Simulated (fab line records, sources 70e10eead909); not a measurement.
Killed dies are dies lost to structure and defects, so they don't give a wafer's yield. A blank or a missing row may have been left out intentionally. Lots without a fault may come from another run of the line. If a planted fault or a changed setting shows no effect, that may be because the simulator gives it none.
Matching of chambers | flow nand-harc | 3 sister chambers for NHARC_A_BONDPAD_DEP_00 on pecvd-03
The step deposits SiCN, target thk 250 nm. 6 wafers are shown with their chamber, then 8 later ones without.

== WAFERS PAIRED WITH THEIR CHAMBERS ==
wafer  | chamber | heater-power-w (W)
L075.5 | 1       | 625
L074.1 | 1       | 658
L085.3 | 0       | 593
L085.5 | 2       | 570
L085.6 | 0       | 599
L094.3 | 2       | 554

== WAFERS MISSING THEIR CHAMBER ==
wafer  | heater-power-w (W)
L094.4 | 551
L094.6 | 563
L096.1 | 501
L096.2 | 573
L096.5 | 617
L097.3 | 574
L097.4 | 537
L097.5 | 588

== CHAMBER TAKEN BY EACH ==
wafer  | from the rows above     | in truth
L094.4 | 2                       | 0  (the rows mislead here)
L094.6 | 2                       | 2
L096.1 | 2                       | 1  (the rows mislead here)
L096.2 | can't be placed: 2 or 0 | 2
L096.5 | can't be placed: 0 or 1 | 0
L097.3 | can't be placed: 2 or 0 | 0
L097.4 | 2                       | 2
L097.5 | can't be placed: 0 or 2 | 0
Correct placement for 2 of the 8. Can't be placed from these rows: 4 (the true chamber is among the candidates in 4). Placed wrongly: 2.
How it was worked out, from the rows above alone: a wafer's distance from a chamber is the root of the sum, over the readings, of the square of ((its reading less the chamber's mean) divided by the reading's scatter). The wafer belongs to the nearest chamber; if the next one is less than 2 further off, it can't be placed. For every chamber, the mean is computed from those of its wafers that are shown. The scatter is the square root of a quotient: the sum, over the shown wafers, of each reading's squared deviation from its chamber's mean, divided by wafers minus chambers.
